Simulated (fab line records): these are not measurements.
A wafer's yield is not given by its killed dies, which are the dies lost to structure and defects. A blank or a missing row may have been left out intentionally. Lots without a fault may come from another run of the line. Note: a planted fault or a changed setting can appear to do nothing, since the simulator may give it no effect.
Split-lot study :: flow n5 finfet :: on a route of 1938 steps: 7 lots, 21 wafers read

ON THE SPLIT
At N5_SD_EPI_N_ETCH_16 (etches SiO2 in CHF3/O2, target depth 5 nm), the setting target depth a was moved away from the recipe's 50 angstrom on 8 of the 21 wafers read, by -11.4% to +11.3%. For the rest of the wafers, this setting stayed at what the recipe calls for.

Reading taken at the split's own step.

THE READING
etch.depth nm (the simulator's own value, which no gauge read), in nm, at N5_SD_EPI_N_ETCH_16 (etches SiO2 in CHF3/O2, target depth 5 nm). The file does not state a usual value for it. Across the 13 wafers here that went through the recipe, the average is 4.985 nm and the standard deviation 0.1 nm.

wafer: L074.1
tool, chamber at the split: rie diel-06, 1
target depth a as run, angstrom: 46.83
against the recipe: -6.3%
etch.depth nm, nm: 4.76
against lot-mates on the recipe: -0.264

wafer: L074.2
tool, chamber at the split: rie diel-06, 0
target depth a as run, angstrom: 46.83
against the recipe: -6.3%
etch.depth nm, nm: 4.763
against lot-mates on the recipe: -0.261

wafer: L074.4
tool, chamber at the split: rie diel-06, 3
target depth a as run, angstrom: 50
against the recipe: recipe
etch.depth nm, nm: 5.024
against lot-mates on the recipe: -

wafer: L077.1
tool, chamber at the split: rie diel-04, 2
target depth a as run, angstrom: 55.66
against the recipe: +11.3%
etch.depth nm, nm: 5.56
against lot-mates on the recipe: +0.575

wafer: L077.5
tool, chamber at the split: rie diel-04, 2
target depth a as run, angstrom: 50
against the recipe: recipe
etch.depth nm, nm: 4.985
against lot-mates on the recipe: -

wafer: L077.6
tool, chamber at the split: rie diel-04, 1
target depth a as run, angstrom: 55.66
against the recipe: +11.3%
etch.depth nm, nm: 5.378
against lot-mates on the recipe: +0.393

wafer: L079.1
tool, chamber at the split: rie diel-05, 0
target depth a as run, angstrom: 55.25
against the recipe: +10.5%
etch.depth nm, nm: 5.424
against lot-mates on the recipe: no lot-mate on the recipe

wafer: L079.2
tool, chamber at the split: rie diel-05, 2
target depth a as run, angstrom: 55.25
against the recipe: +10.5%
etch.depth nm, nm: 5.56
against lot-mates on the recipe: no lot-mate on the recipe

wafer: L079.3
tool, chamber at the split: rie diel-05, 3
target depth a as run, angstrom: 55.25
against the recipe: +10.5%
etch.depth nm, nm: 5.342
against lot-mates on the recipe: no lot-mate on the recipe

wafer: L080.1
tool, chamber at the split: rie diel-04, 1
target depth a as run, angstrom: 50
against the recipe: recipe
etch.depth nm, nm: 4.86
against lot-mates on the recipe: -

wafer: L080.4
tool, chamber at the split: rie diel-04, 3
target depth a as run, angstrom: 50
against the recipe: recipe
etch.depth nm, nm: 5.157
against lot-mates on the recipe: -

wafer: L080.6
tool, chamber at the split: rie diel-04, 3
target depth a as run, angstrom: 50
against the recipe: recipe
etch.depth nm, nm: 5.146
against lot-mates on the recipe: -

wafer: L084.2
tool, chamber at the split: rie diel-06, 2
target depth a as run, angstrom: 50
against the recipe: recipe
etch.depth nm, nm: 4.993
against lot-mates on the recipe: -

wafer: L084.3
tool, chamber at the split: rie diel-06, 1
target depth a as run, angstrom: 50
against the recipe: recipe
etch.depth nm, nm: 5.021
against lot-mates on the recipe: -

wafer: L084.6
tool, chamber at the split: rie diel-06, 2
target depth a as run, angstrom: 44.31
against the recipe: -11.4%
etch.depth nm, nm: 4.451
against lot-mates on the recipe: -0.556

wafer: L090.2
tool, chamber at the split: rie diel-04, 3
target depth a as run, angstrom: 50
against the recipe: recipe
etch.depth nm, nm: 5.097
against lot-mates on the recipe: -

wafer: L090.4
tool, chamber at the split: rie diel-04, 0
target depth a as run, angstrom: 50
against the recipe: recipe
etch.depth nm, nm: 4.832
against lot-mates on the recipe: -

wafer: L090.5
tool, chamber at the split: rie diel-04, 2
target depth a as run, angstrom: 50
against the recipe: recipe
etch.depth nm, nm: 4.934
against lot-mates on the recipe: -

wafer: L092.1
tool, chamber at the split: rie diel-05, 0
target depth a as run, angstrom: 50
against the recipe: recipe
etch.depth nm, nm: 4.99
against lot-mates on the recipe: -

wafer: L092.2
tool, chamber at the split: rie diel-05, 3
target depth a as run, angstrom: 50
against the recipe: recipe
etch.depth nm, nm: 4.852
against lot-mates on the recipe: -

wafer: L092.3
tool, chamber at the split: rie diel-05, 1
target depth a as run, angstrom: 50
against the recipe: recipe
etch.depth nm, nm: 4.919
against lot-mates on the recipe: -

THE FIT
A straight line over all 21 wafers: etch.depth nm changes by +0.0429 nm for each +1% of target depth a; r = +0.94; the points scatter about the line by 0.098 nm.
The same after taking each lot's own level away (the mean of its wafers on the recipe; 18 wafers): +0.0442 nm for each +1%; r = +0.94; scatter 0.088 nm.
That fit puts the effect of the largest move of target depth a on the reading at 0.5 nm.
Measured against the standard deviation above, the lots' own levels, which go from 4.9203 to 5.0543 nm, span 1.3 times it.
So the lot-to-lot level changes the slope little: the two slopes agree.
Check: -0.481 nm against its lot-mates is what the line predicts for one of the wafers moved furthest among these (-11.4%) when that wafer is left out of the fit. Against them it came out at -0.556 nm.

OTHER SPLITS ON THESE WAFERS
Note: prior to the reading, these wafers also went through further splits. Each is held against what the fit with the lots' levels taken away leaves over:
other split on the same wafers: N5_WELL_APT_EXPOSE_22 dose mj
wafers away from the commonest value: 5
r with etch.depth nm (lot level and that fit taken away): +0.15

other split on the same wafers: N5_WELL_APT_PEB_23 peb temp c
wafers away from the commonest value: 8
r with etch.depth nm (lot level and that fit taken away): +0.06

other split on the same wafers: N5_WELL_APT_DESCUM_30 time s
wafers away from the commonest value: 5
r with etch.depth nm (lot level and that fit taken away): +0.08

other split on the same wafers: N5_PMOS_HMC_CHANNEL_EPI_HM_DEP_34 time s
wafers away from the commonest value: 4
r with etch.depth nm (lot level and that fit taken away): -0.25

other split on the same wafers: N5_FIN_CUT_EXPOSE_05 dose mj
wafers away from the commonest value: 7
r with etch.depth nm (lot level and that fit taken away): -0.09

other split on the same wafers: N5_FIN_CUT_ETCH_21 time s
wafers away from the commonest value: 9
r with etch.depth nm (lot level and that fit taken away): -0.19

THE FILE'S OWN FIT
etch.depth nm changes by +0.0452 nm for each +1% of target depth a, r = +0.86.
